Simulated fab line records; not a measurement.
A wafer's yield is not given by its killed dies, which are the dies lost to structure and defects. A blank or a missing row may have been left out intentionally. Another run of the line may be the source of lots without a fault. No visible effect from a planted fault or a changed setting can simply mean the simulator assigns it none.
Code-filled problem report in 8D (eight disciplines) form :: flow n5 finfet :: the parts of the form that need people (team, actions taken, sign-off) are left out

== 1. PROBLEM STATEMENT ==
Mean of cd nm at N5_BEOL_M13_CD_MEAS_28: 215.3 nm across 6 wafers in 2 lots; on wafers with no fault it is 210.4 nm (standard deviation 0.83). Measured from the usual mean, that is +6.0 standard deviations.
The step: target cd 209.5 nm.
First seen on wafer L481.2, day 14 23:42, on cd sem-03. The record has a number at this step for 33 wafers belonging to 11 lots. By rule, "out" or "out of limits" means more than 4 standard deviations away from the usual mean. Any other wafer with a number is counted as sound.

== 2. WHAT IT IS, WHAT IT ISN'T ==
question: which readings at this step
is: cd nm
is not: -

question: which lots
is: L481, L483
is not: L468, L469, L470, L471, L472, L484, L486, L487, L488

question: which wafers of those lots
is: all that have a number
is not: -

question: read on which gauges
is: cd sem-02, cd sem-03
is not: cd sem-01

question: when
is: from day 14 23:42
is not: up to then (18 sound wafers); but 9 sound wafers of L486, L487, L488 came after

== 3. SUSPECTS, AND WHAT RULES EACH OUT ==
Counting: a tool stays on the suspect list if, at a process step up to the reading, it processed all lots that are out and no sound lot following the first of them.
- the gauge at N5_BEOL_M13_CD_MEAS_28 has been ruled out. 2 gauges (cd sem-02, cd sem-03) read the wafers that are out.
- plasma asher-02 at N5_BEOL_M13_STRIP_63 (strips in N2/H2): ruled out as a lasting fault. After its first lot that is out, L481 (day 14 23:02), sound lots L487 ran on it.
- krf scanner-01 at N5_BEOL_M13_EXPOSE_25 (exposes mask M13, target cd 210 nm): kept. It processed each lot that is out, first L481 at day 14 23:32, and no sound lot thereafter; up to then, the last sound lot it processed was L472 at day 12 04:53. Out on those wafers are its own readings of exposure dose mJ cm2.
Remaining after the count: krf scanner-01 at N5_BEOL_M13_EXPOSE_25.

== 4. THE CAUSE (what the simulator had put in) ==
Drift in process parameters on krf scanner-01 at N5_BEOL_M13_EXPOSE_25, starting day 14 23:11. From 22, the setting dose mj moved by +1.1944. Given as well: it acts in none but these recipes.
Counting left only this tool.

== 5. SEQUENCE OF EFFECTS, ordered by route ==
Each row: a reading whose mean over the struck wafers that have a number lies more than 3 standard deviations from the usual. Only readings whose record carries a usual standard deviation are examined. hours: median over the lots of the time between each lot's start at the first step of this table that gives one and its start at this step. sigmas: the change, counted in usual standard deviations.
hours: 0
step: N5_BEOL_M13_EXPOSE_25
reading: exposure dose mJ cm2
usual: 21.991
on struck wafers: 22.985
change: +0.994
sigmas: +41

hours: 0
step: N5_BEOL_M13_CD_MEAS_28
reading: cd nm
usual: 210.4 nm
on struck wafers: 215.3
change: +4.9
sigmas: +6.0
Process steps it contains:
- N5_BEOL_M13_EXPOSE_25: exposes mask M13, target cd 210 nm.

== 6. WHAT WOULD HAVE CAUGHT IT SOONER ==
In this record the first reading out of limits at a measuring or inspecting step was taken at day 14 23:42, 1 hour after the fault began at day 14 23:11.
The tool's own readings at N5_BEOL_M13_EXPOSE_25 were out on every struck wafer that the step has a row for (exposure dose mJ cm2): an alarm limit on them would have fired on the first of those.
Of the lots that are out (2), L483 began N5_BEOL_M13_EXPOSE_25 on krf scanner-01 after day 14 23:42. A hold on the tool at that time would have spared it.
